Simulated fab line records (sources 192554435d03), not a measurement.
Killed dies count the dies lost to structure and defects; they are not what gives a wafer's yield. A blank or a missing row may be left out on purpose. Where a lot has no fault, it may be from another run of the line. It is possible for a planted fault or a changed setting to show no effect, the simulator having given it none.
Split-lot trial | flow n5 finfet | 39 wafers read from 7 lots, route of 1938 steps

THE SPLIT
At N5_DUMMY_GATE_ETCH_44 (etches poly-Si in HBr/O2, stops on SiO2, target depth 127.5 nm), the setting target depth a was moved away from the recipe's 1275 angstrom on 15 of the 39 wafers read, by -11.5% to +11.2%. This setting was run at the recipe's value on the other wafers.

The reading comes from the split's own step.

THE READING
oes product au, in a.u., at N5_DUMMY_GATE_ETCH_44 (etches poly-Si in HBr/O2, stops on SiO2, target depth 127.5 nm). Typical for fault-free wafers on this fab line: 0.726 a.u., with standard deviation 0.0091 a.u.

wafer  | tool, chamber at the split | target depth a as run, angstrom | against the recipe | oes product au, a.u. | against lot-mates on the recipe
L074.3 | rie si-04, 1               | 1275                            | recipe             | 0.726                | -
L074.4 | rie si-04, 2               | 1275                            | recipe             | 0.724                | -
L074.6 | rie si-04, 1               | 1275                            | recipe             | 0.726                | -
L075.1 | rie si-02, 2               | 1129                            | -11.5%             | 0.790                | +0.072
L075.2 | rie si-02, 1               | 1275                            | recipe             | 0.718                | -
L075.3 | rie si-02, 3               | 1275                            | recipe             | 0.718                | -
L075.4 | rie si-02, 0               | 1275                            | recipe             | 0.719                | -
L075.5 | rie si-02, 3               | 1129                            | -11.5%             | 0.772                | +0.054
L075.6 | rie si-02, 2               | 1129                            | -11.5%             | 0.782                | +0.064
L082.1 | rie si-05, 3               | 1323                            | +3.8%              | 0.721                | -0.010
L082.2 | rie si-05, 1               | 1275                            | recipe             | 0.729                | -
L082.3 | rie si-05, 2               | 1275                            | recipe             | 0.735                | -
L082.4 | rie si-05, 0               | 1323                            | +3.8%              | 0.721                | -0.010
L082.5 | rie si-05, 3               | 1323                            | +3.8%              | 0.729                | -0.002
L082.6 | rie si-05, 0               | 1275                            | recipe             | 0.730                | -
L084.1 | rie si-02, 3               | 1275                            | recipe             | 0.733                | -
L084.2 | rie si-02, 0               | 1275                            | recipe             | 0.718                | -
L084.3 | rie si-02, 2               | 1383                            | +8.5%              | 0.717                | -0.008
L084.4 | rie si-02, 1               | 1383                            | +8.5%              | 0.695                | -0.030
L084.5 | rie si-02, 3               | 1275                            | recipe             | 0.724                | -
L084.6 | rie si-02, 0               | 1383                            | +8.5%              | 0.705                | -0.020
L089.1 | rie si-02, 3               | 1275                            | recipe             | 0.712                | -
L089.2 | rie si-02, 2               | 1418                            | +11.2%             | 0.700                | -0.022
L089.3 | rie si-02, 1               | 1418                            | +11.2%             | 0.679                | -0.043
L089.4 | rie si-02, 0               | 1275                            | recipe             | 0.722                | -
L089.5 | rie si-02, 3               | 1418                            | +11.2%             | 0.685                | -0.037
L089.6 | rie si-02, 2               | 1275                            | recipe             | 0.733                | -
L095.1 | rie si-04, 1               | 1372                            | +7.6%              | 0.708                | -0.020
L095.2 | rie si-04, 3               | 1372                            | +7.6%              | 0.698                | -0.030
L095.3 | rie si-04, 2               | 1275                            | recipe             | 0.728                | -
L095.4 | rie si-04, 0               | 1372                            | +7.6%              | 0.705                | -0.023
L095.5 | rie si-04, 1               | 1275                            | recipe             | 0.737                | -
L095.6 | rie si-04, 0               | 1275                            | recipe             | 0.720                | -
L097.1 | rie si-02, 3               | 1275                            | recipe             | 0.728                | -
L097.2 | rie si-02, 2               | 1275                            | recipe             | 0.734                | -
L097.3 | rie si-02, 0               | 1275                            | recipe             | 0.714                | -
L097.4 | rie si-02, 1               | 1275                            | recipe             | 0.726                | -
L097.5 | rie si-02, 2               | 1275                            | recipe             | 0.724                | -
L097.6 | rie si-02, 3               | 1275                            | recipe             | 0.729                | -

FIT RESULTS
A straight line over all 39 wafers: oes product au changes by -0.00367 a.u. for each +1% of target depth a; r = -0.92; the points scatter about the line by 0.0088 a.u.
The same after taking each lot's own level away (the mean of its wafers on the recipe; 39 wafers): -0.00391 a.u. for each +1%; r = -0.93; scatter 0.0088 a.u.
On that fit, the largest move of target depth a shifts the reading by 0.045 a.u.
Measured against the standard deviation above, the lots' own levels, which go from 0.7183 to 0.7313 a.u., span 1.4 times it.
Hence the lot-to-lot level has little effect on the slope; both slopes agree.
Check: with one of the wafers moved furthest among these (-11.5%) left out of the fit, the line predicts +0.0441 a.u. for it against its lot-mates. It came out at +0.0717 a.u. against them.
Tool readings at the split's step, against how far the setting was moved: oes product au r = -0.92.

THESE WAFERS: OTHER SPLITS
Other splits were also applied to these wafers ahead of the reading. Each is held against what the fit with the lots' levels taken away leaves over:
other split on the same wafers       | wafers away from the commonest value | r with oes product au (lot level and that fit taken away)
N5_DUMMY_GATE_ETCH_31 target depth a | 18                                   | +0.06

THE FILE'S OWN FIT
oes product au changes by -0.0037 a.u. for each +1% of target depth a, r = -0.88.
